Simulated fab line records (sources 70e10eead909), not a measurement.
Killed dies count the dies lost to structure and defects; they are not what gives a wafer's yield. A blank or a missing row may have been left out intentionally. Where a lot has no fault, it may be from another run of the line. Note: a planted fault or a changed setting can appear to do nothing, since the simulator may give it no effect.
Shared-tool check    flow nandHarc    33 wafers sampled across 11 lots

== WHY IT WAS OPENED ==
At NHARC_A_CONTACT_INSPECT_23 the reading rawDefectCount is flagged on 2 of 11 lots. Fault-free wafers read 439, with a standard deviation of 110.
Rule: a lot is flagged when every wafer of it that has a number lies more than 4 standard deviations from that mean, or none has a number. The rest of the lots are taken to be sound.

lot   measured      on                rawDefectCount, wafer by wafer  flag
L461  day 17 06:59  defectInspect-02  498 347 444                     
L463  day 17 17:07  defectInspect-01  345 384 626                     
L464  day 17 17:41  defectInspect-01  328 559 426                     
L465  day 17 18:25  defectInspect-02  495 355 476                     
L466  day 18 14:27  defectInspect-01  476 426 379                     
L476  day 20 21:48  defectInspect-01  1406 1276 1207                  FLAGGED
L478  day 21 17:50  defectInspect-02  1228 1140 1128                  FLAGGED
L479  day 21 18:34  defectInspect-01  460 486 690                     
L481  day 22 08:30  defectInspect-02  381 519 514                     
L483  day 22 17:02  defectInspect-02  451 378 323                     
L484  day 23 23:52  defectInspect-02  549 376 467                     
Average over the flagged lots: 1231; offset from the usual +792, equal to +7 standard deviations.

== EACH LOT AND THE TOOL IT RAN ON ==
3 process steps preceding the reading are held in the record, out of 1159 steps in the route. In each cell: the tool, then ch and the chambers that the sampled wafers went through, then the start.
lot   flag     NHARC_A_CONTACT_ETCH_139            NHARC_A_CONTACT_ETCH_98                       NHARC_A_CONTACT_CMP_20
L461           harCapEtch-01 ch 0,1, day 17 03:15  rieDiel-09 ch 1,3, day 17 06:35 or earlier    cmp-04 ch 0,1,3, day 17 06:35
L463           harCapEtch-03 ch 0,1, day 17 08:02  rieDiel-09 ch 0,1,3, day 17 16:43 or earlier  cmp-03 ch 1,2, day 17 16:43
L464           harCapEtch-02 ch 0,1, day 17 10:37  rieDiel-07 ch 1,2, day 17 17:18 or earlier    cmp-02 ch 1,3, day 17 17:18
L465           harCapEtch-01 ch 0,1, day 17 11:24  rieDiel-09 ch 0,1,2, day 17 18:01 or earlier  cmp-03 ch 0,2,3, day 17 18:01
L466           harCapEtch-02 ch 0, day 18 10:44    rieDiel-02 ch 0,1,3, day 18 14:03 or earlier  cmp-03 ch 0,3, day 18 14:03
L476  FLAGGED  harCapEtch-02 ch 0,1, day 20 18:47  rieDiel-02 ch 0,1, day 20 21:26 or earlier    cmp-03 ch 0,1, day 20 21:26
L478  FLAGGED  harCapEtch-03 ch 0,1, day 21 12:22  rieDiel-09 ch 0,1,3, day 21 17:26 or earlier  cmp-03 ch 0,1,3, day 21 17:26
L479           harCapEtch-02 ch 0,1, day 21 14:19  rieDiel-09 ch 0,1,2, day 21 18:11 or earlier  cmp-04 ch 1,3, day 21 18:11
L481           harCapEtch-01 ch 0,1, day 22 05:24  rieDiel-09 ch 0,3, day 22 08:07 or earlier    cmp-04 ch 2,3, day 22 08:07
L483           harCapEtch-02 ch 0,1, day 22 10:07  rieDiel-02 ch 2,3, day 22 16:40 or earlier    cmp-04 ch 1,2, day 22 16:40
L484           harCapEtch-03 ch 1, day 23 16:38    rieDiel-09 ch 1,2,3, day 23 23:29 or earlier  cmp-02 ch 0,1,3, day 23 23:29
What is done by these steps:
- NHARC_A_CONTACT_ETCH_139: etches the open film in C4F8/O2/Ar, time 137 s, target depth 590 nm.
- NHARC_A_CONTACT_ETCH_98: etches the open film in C4F6/O2, target depth 20 nm, time 10 s.
- NHARC_A_CONTACT_CMP_20: polishes, t overpolish 30 s, target thk 300 nm.
- NHARC_A_CONTACT_INSPECT_23

== FLAGGED AGAINST TOTAL, ONE TOOL AT A TIME (gauges that did the reading follow at the end) ==
step                        tool              lots run  flagged  share of the flagged lots  sound lots run after its first flagged lot
NHARC_A_CONTACT_ETCH_139    harCapEtch-01     3         0        none                       -
NHARC_A_CONTACT_ETCH_139    harCapEtch-02     5         1        some                       2 (L479,L483)
NHARC_A_CONTACT_ETCH_139    harCapEtch-03     3         1        some                       1 (L484)
NHARC_A_CONTACT_ETCH_98     rieDiel-02        3         1        some                       1 (L483)
NHARC_A_CONTACT_ETCH_98     rieDiel-07        1         0        none                       -
NHARC_A_CONTACT_ETCH_98     rieDiel-09        7         1        some                       3 (L479,L481,L484)
NHARC_A_CONTACT_CMP_20      cmp-02            2         0        none                       -
NHARC_A_CONTACT_CMP_20      cmp-03            5         2        all                        0
NHARC_A_CONTACT_CMP_20      cmp-04            4         0        none                       -
NHARC_A_CONTACT_INSPECT_23  defectInspect-01  5         1        some                       1 (L479)
NHARC_A_CONTACT_INSPECT_23  defectInspect-02  6         1        some                       3 (L481,L483,L484)
NHARC_A_CONTACT_ETCH_98 gives no start for some lots, so the hours and the order of its lots are those of NHARC_A_CONTACT_CMP_20.

== WHAT IS ALLOWED BY THE TABLE ==
1 row of the table ran every flagged lot: cmp-03 at NHARC_A_CONTACT_CMP_20.
- cmp-03 at NHARC_A_CONTACT_CMP_20 ran 5 lots, 2 of them flagged. It ran its last sound lot, L466, at day 18 14:03 and its first flagged lot, L476, at day 20 21:26: a fault with its onset between the two fits.
What remains is a single tool, cmp-03 at NHARC_A_CONTACT_CMP_20.

== WHAT HAD BEEN PUT IN BY THE SIMULATOR ==
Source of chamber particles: cmp-03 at NHARC_A_CONTACT_CMP_20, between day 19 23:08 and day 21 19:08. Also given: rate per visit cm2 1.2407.
Struck lots among those shown: L476, L478. Same finding as the rule above.
